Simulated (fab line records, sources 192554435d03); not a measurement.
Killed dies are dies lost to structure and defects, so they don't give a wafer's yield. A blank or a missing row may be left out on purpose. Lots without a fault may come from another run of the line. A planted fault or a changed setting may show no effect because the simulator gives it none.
A struck lot beside a sound one | flow n5_finfet | 31 steps out of a route of 1938
Sound: wafers L872.2, L872.3, L872.5. Struck: wafer L878.1. (L878.6 of the same lot was not struck and is left out.) The cause comes at the end.
At each step with rows: each side's tool, then ch and its chambers, then its first start. Under that, the readings that differ: sound wafers | struck wafers | difference of the means | sigmas: that difference in standard deviations of wafers without a fault.
alike: readings whose means differ by less than 2 such deviations, and words and numbers that are the same on both sides. not compared: withheld readings, readings that some wafer has no value for, bounds like >300 that may hide the same value, and numbers for which the record gives no deviation and whose values overlap.
The two part at a step that has a row with sigmas, a row that says differs or no value, or rows on one side only. Numbers that don't overlap but have no deviation are shown without sigmas and don't part them. A reading that every wafer of one side lacks parts them only if that side has two wafers or more.

first, 4 steps without rows for these wafers: N5_FIN_SAQP_PRECLEAN_42 (cleans in O3/DIW, time 60 s); N5_FIN_SAQP_PRECLEAN_00 (cleans in SC1, time 60 s); N5_FIN_SAQP_PRECLEAN_44 (cleans in SC2, time 45 s); N5_FIN_SAQP_SRD_01 (time 30 s).
N5_FIN_SAQP_ALD_61: deposits SiO2, target thk 4 nm, pulse time 1 s, purge time 2 s.
  sound on ald_sin-04 ch 2,3, day 2 20:22; struck on ald_sin-01 ch 1, day 4 08:42
  alike: heater_power_w, precursor_pulse_height_rel
  not compared: since_wet_clean_h
N5_FIN_SAQP_DENSIFY_62: time 60 s.
  sound on rtp_anneal-02 ch 0, day 2 20:37; struck on rtp_anneal-01 ch 0, day 4 08:54
  alike: lamp_power_pct, lamp_zone_4_pct, lamp_zone_7_pct, wafer_temp_C_max
then, 1 step without rows for these wafers: N5_FIN_SAQP_HM_DEP_03 (deposits SiNx from SiH4/NH3/N2, target thk 38 nm, time 33.6 s).
N5_FIN_SAQP_THK_MEAS_05:
  sound on film_metro-01, day 2 21:03; struck on film_metro-02, day 4 09:12
  alike: thk_nm
then, 1 step without rows for these wafers: N5_FIN_SAQP_PECVD_47 (deposits a-Si from SiH4/He, target thk 45 nm, time 36.3 s).
N5_FIN_SAQP_PECVD_48: deposits SiNx from SiH4/NH3/N2, target thk 25 nm, time 22.1 s.
  sound on pecvd-01 ch 0,1, day 2 21:09; struck on pecvd-03 ch 1, day 4 09:17
  alike: heater_power_w, showerhead_plenum_p_Torr, throttle_valve_pct
  not compared: since_wet_clean_h
N5_FIN_SAQP_PECVD_06: deposits a-Si from SiH4/He, target thk 60 nm, time 48.1 s.
  sound on pecvd-01 ch 0,1, day 2 21:12; struck on pecvd-03 ch 1, day 4 09:19
  alike: heater_power_w, showerhead_plenum_p_Torr, throttle_valve_pct
  not compared: since_wet_clean_h
N5_FIN_SAQP_THK_MEAS_07:
  sound on film_metro-02, day 2 21:19; struck on film_metro-02, day 4 09:25
  alike: thk_nm
N5_FIN_SAQP_HM_DEP_72: deposits SiO2 from SiH4/N2O, target thk 12 nm, time 7.2 s.
  sound on pecvd-03 ch 0,2, day 2 21:22; struck on pecvd-04 ch 1, day 4 09:27
  reading                                      | sound            | struck | difference | sigmas
  model.SiO2_of_FIN_SAQP_HM_DEP_72.thk_nm (nm) | 12.1 11.91 12.07 | 8.845  | -3.182     |
  alike: heater_power_w, showerhead_plenum_p_Torr
  not compared: since_wet_clean_h
then, 8 steps without rows for these wafers: N5_FIN_SAQP_COAT_49 (time 60 s, resist thk 100 nm); N5_FIN_SAQP_COAT_50 (time 60 s, resist thk 35 nm); N5_FIN_SAQP_COAT_10 (resist thk 90 nm); N5_FIN_SAQP_EBR_12; N5_FIN_SAQP_SOFTBAKE_11 (time 60 s); N5_FIN_SAQP_EXPOSE_13 (exposes mask FIN CORE, target cd 35.6 nm); N5_FIN_SAQP_PEB_14 (peb time 60 s); N5_FIN_SAQP_DEVELOP_15 (develop time 30 s).
N5_FIN_SAQP_CD_MEAS_16: target cd 35.6 nm.
  sound on cd_sem-01 ch 0, day 2 21:49; struck on cd_sem-02 ch 0, day 4 09:53
  alike: cd_nm
N5_FIN_SAQP_OVL_MEAS_17:
  sound on overlay-01 ch 0, day 2 21:51; struck on overlay-01 ch 0, day 4 09:56
  alike: FIN_CORE_OVL
N5_FIN_SAQP_INSPECT_18: inspects for defects (brightfield).
  sound on defect_inspect-01, day 2 21:52; struck on defect_inspect-02, day 4 09:58
  reading          | sound       | struck | difference | sigmas
  raw_defect_count | 422 315 453 | 680    | +283       | +3
N5_FIN_SAQP_DESCUM_21: chemistry O2, time 7.9 s.
  sound on rie_diel-01 ch 0,2,3, day 2 21:55; struck on rie_diel-01 ch 2, day 4 10:19
  alike: drypump_motor_current_A, oes_product_au, rf_vpp_V, showerhead_plenum_p_Torr, throttle_valve_pct
  not compared: rf_hours_counter_h
then, 3 steps without rows for these wafers: N5_FIN_SAQP_ETCH_51 (etches SiARC in CF4, target depth 45.5 nm, time 75.8 s); N5_FIN_SAQP_ETCH_52 (etches SOC in N2/H2, target depth 100 nm, overetch 20 nm, time 150 s); N5_FIN_SAQP_STRIP_53 (strips in N2/H2).
N5_FIN_SAQP_HM_OPEN_73: chemistry CHF3/O2, target SiO2, stops on a-Si, target depth 12 nm, time 16.8 s.
  sound on rie_diel-01 ch 0,2,3, day 2 22:06; struck on rie_diel-01 ch 2, day 4 10:31
  reading                  | sound            | struck | difference | sigmas
  model.etch.depth_nm (nm) | 12.1 11.91 12.07 | 8.845  | -3.182     |
  alike: drypump_motor_current_A, oes_product_au, rf_vpp_V, showerhead_plenum_p_Torr, throttle_valve_pct
  not compared: rf_hours_counter_h
then, 1 step without rows for these wafers: N5_FIN_SAQP_STRIP_74 (strips in CHF3/O2).
-- the record jumps here: 12 days lie between the struck wafers' starts before and after (it left off in module FIN_SAQP and takes up again in module PASSIVATION, whose first step shown is number 1936 of the route) --
N5_PASSIVATION_PROBE_49:
  the record has rows for the struck wafers here (prober-01, day 16 07:25) and none for the sound ones

WHERE THEY PART
First at N5_FIN_SAQP_INSPECT_18; last, within this record, at N5_PASSIVATION_PROBE_49.

WHY: what the simulator had put in
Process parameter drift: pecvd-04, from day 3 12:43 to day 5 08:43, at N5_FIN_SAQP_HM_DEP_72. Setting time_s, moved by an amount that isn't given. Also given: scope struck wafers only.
